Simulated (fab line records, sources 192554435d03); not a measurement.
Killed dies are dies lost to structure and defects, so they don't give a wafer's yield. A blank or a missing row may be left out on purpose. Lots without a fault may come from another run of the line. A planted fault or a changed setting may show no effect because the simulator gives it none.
Chamber matching | flow n5_finfet | N5_BEOL_M2_ETCH_70 on rie_diel-01: 4 sister chambers
The step etches SOC in N2/H2, target depth 80 nm, overetch 24 nm, time 130 s. 4 wafers are shown with their chamber, then 12 later ones without.

WAFERS WITH THEIR CHAMBER
wafer  | chamber | drypump_motor_current_A (A)
L087.6 | 3       | 5.2
L089.4 | 2       | 6.5
L089.5 | 1       | 5.1
L089.6 | 0       | 4.9

WAFERS WITHOUT THEIR CHAMBER
wafer  | drypump_motor_current_A (A)
L091.3 | 5.1
L091.5 | 6.5
L091.6 | 5.2
L093.2 | 5.1
L093.3 | 5.2
L093.5 | 4.9
L094.1 | 4.9
L094.5 | 4.9
L094.6 | 5.1
L095.1 | 4.9
L095.4 | 6.4
L095.5 | 6.4

WHICH CHAMBER EACH WENT THROUGH
wafer  | from the rows above | in truth
L091.3 | 1                   | 1
L091.5 | 2                   | 2
L091.6 | 3                   | 3
L093.2 | 1                   | 1
L093.3 | 3                   | 3
L093.5 | 0                   | 0
L094.1 | 0                   | 0
L094.5 | 0                   | 0
L094.6 | 1                   | 1
L095.1 | 0                   | 0
L095.4 | 2                   | 2
L095.5 | 2                   | 2
Placed correctly: 12 of 12. Can't be placed from these rows: 0. Placed wrongly: 0.
How it was worked out, from the rows above alone: a wafer's distance from a chamber is the root of the sum, over the readings, of the square of ((its reading less the chamber's mean) divided by the reading's scatter). The wafer belongs to the nearest chamber; if the next one is less than 2 further off, it can't be placed. A chamber's mean is the mean of its shown wafers. The scatter: with one shown wafer a chamber, the root of the mean of the squares of how far each hidden wafer lies from its nearest shown one.
